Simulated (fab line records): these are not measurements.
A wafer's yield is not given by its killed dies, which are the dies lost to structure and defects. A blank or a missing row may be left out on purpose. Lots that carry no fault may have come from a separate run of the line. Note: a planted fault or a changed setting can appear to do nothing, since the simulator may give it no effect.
Which of the tools did it? ; flow n5_finfet ; 12 lots (36 wafers sampled), 1 step of a 1938-step route

== WHAT THE GAUGES SHOWED, per wafer ==
N5_BEOL_M8_INSPECT_58: inspects for defects (darkfield).
lot;measured;on;raw_defect_count
L075;day 9 14:00;defect_inspect-01;40 50 85
L076;day 9 17:49;defect_inspect-02;96 78 47
L080;day 10 10:53;defect_inspect-01;87 77 80
L081;day 10 14:04;defect_inspect-01;101 77 70
L083;day 11 21:25;defect_inspect-02;106 139 107
L086;day 12 05:07;defect_inspect-02;42 63 91
L087;day 12 13:34;defect_inspect-02;58 66 113
L089;day 13 02:10;defect_inspect-01;60 68 57
L090;day 13 03:46;defect_inspect-01;38 36 42
L092;day 14 09:10;defect_inspect-01;52 70 57
L095;day 15 05:00;defect_inspect-02;89 78 44
L097;day 15 18:16;defect_inspect-01;58 49 100

== TOOL THAT RAN EACH LOT (tool first, then ch and the chambers of the sampled wafers, then the start) ==
No process step before these readings appears in the record.

== THE ANSWER, worked out from the rows above alone ==
Rule: the usual values come from the lots themselves. The widest of any qualifying gaps counts: lots, ordered by their means at a reading, are off when they make up no more than a third of the lots, leave a main group of 4 or more, and stand apart from it by 3 or more times the standard deviation of that group's means. A main group is skipped when, at the precision printed for the reading in the tables above, its means are all equal. A lot without any number at a reading at which 4 lots or more have one is off too. The other lots that the step has rows for count as sound.
Across all readings shown, no lot is off: no conclusion can be drawn from this.

== WHAT WAS PUT IN BY THE SIMULATOR ==
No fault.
